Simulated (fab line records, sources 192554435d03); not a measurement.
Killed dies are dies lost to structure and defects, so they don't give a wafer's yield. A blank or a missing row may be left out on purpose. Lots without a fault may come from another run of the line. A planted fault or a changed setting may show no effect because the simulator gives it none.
One fault seen from 2 desks | flow n5_finfet | each desk has only its own numbers; what lay behind them comes last

THE METROLOGY DESK
What the gauges read, lot by lot, whatever tool the lot ran on: means of the sampled wafers that have a number. A lot is out of limits, marked OUT, if its mean lies more than 4 standard deviations from the usual mean; the brackets give that distance. Of its 11 readings 7 are shown: those that lie furthest out on some lot.
Columns: A = FIN_CUT_OVL at N5_FIN_CUT_OVL_MEAS_09, usual 0.0 nm; B = DIBL_N at N5_BEOL_M4_RC_MEAS_101, usual 36.0 mV/V; C = IOFF_N at N5_BEOL_M4_RC_MEAS_101, usual 0.156 nA/um; D = IOFF_P at N5_BEOL_M4_RC_MEAS_101, usual 0.21 nA/um; E = ION_N at N5_BEOL_M4_RC_MEAS_101, usual 673 uA/um; F = ION_P at N5_BEOL_M4_RC_MEAS_101, usual 463 uA/um; G = VT_P at N5_BEOL_M4_RC_MEAS_101, usual -250 mV
lot  | first seen here | A    | B    | C     | D    | E   | F   | G
L706 | day 2 21:42     | 0.6  | 36.2 | 0.148 | 0.17 | 670 | 455 | -254
L707 | day 3 05:42     | 0.0  | 35.7 | 0.154 | 0.23 | 670 | 466 | -247
L708 | day 3 09:42     | -0.2 | 36.0 | 0.141 | 0.20 | 664 | 461 | -250
L712 | day 4 09:37     | 0.6  | 36.7 | 0.165 | 0.19 | 683 | 465 | -253
L716 | day 5 10:32     | 0.6  | 35.4 | 0.153 | 0.27 | 687 | 482 | -242
L717 | day 5 15:59     | 0.9  | 36.6 | 0.166 | 0.22 | 676 | 466 | -249
L723 | day 7 02:48     | -0.1 | 38.0 | 0.196 | 0.23 | 684 | 463 | -251
L724 | day 7 09:37     | 0.3  | 34.3 | 0.139 | 0.20 | 673 | 468 | -247
L725 | day 7 14:40     | -0.3 | 35.7 | 0.146 | 0.18 | 677 | 462 | -254
This desk's finding: nothing out of limits on any of the 9 lots.

THE TOOL OWNER'S DESK: cmp-01
The tool's own readings at N5_STI_FIN_REVEAL_CMP_04 (polishes, stops on Si3N4, t overpolish 4 s, target thk 131.83 nm): means of the sampled wafers that have a number, for each lot that ran on this tool. A lot is out of limits, marked OUT, if its mean lies more than 4 standard deviations from the usual mean; the brackets give that distance.
Columns: A = motor_current_A at N5_STI_FIN_REVEAL_CMP_04, usual 7.8 A; B = overpolish_run_s at N5_STI_FIN_REVEAL_CMP_04, usual 4.000 s; C = retaining_ring_pressure_frac at N5_STI_FIN_REVEAL_CMP_04, usual 1.000; D = time_to_endpoint_s at N5_STI_FIN_REVEAL_CMP_04, usual 101 s
lot  | first seen here | A   | B     | C     | D
L712 | day 4 15:56     | 8.3 | 4.001 | 0.991 | 99
L716 | day 5 16:44     | 7.9 | 4.001 | 0.999 | 181 (+16) OUT
This desk's finding: out of limits on L716; first on L716, day 5 16:44 (time_to_endpoint_s at N5_STI_FIN_REVEAL_CMP_04). In limits: L712.

PUT TOGETHER
The tool owner's desk could have raised an alarm at day 5 16:44, on L716.
The metrology desk saw nothing out of limits.
The metrology desk has L716 on record, within its limits.
Of the lots named, all ran N5_STI_FIN_REVEAL_CMP_04 on cmp-01.

WHAT THE SIMULATOR HAD PUT IN
Process parameter drift: cmp-01, from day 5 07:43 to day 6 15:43, at N5_STI_FIN_REVEAL_CMP_04. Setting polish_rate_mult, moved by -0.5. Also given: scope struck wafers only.
Lots struck among those shown: L716.
Hours from the fault's start to each desk's first reading out of limits: the tool owner's desk, 9.
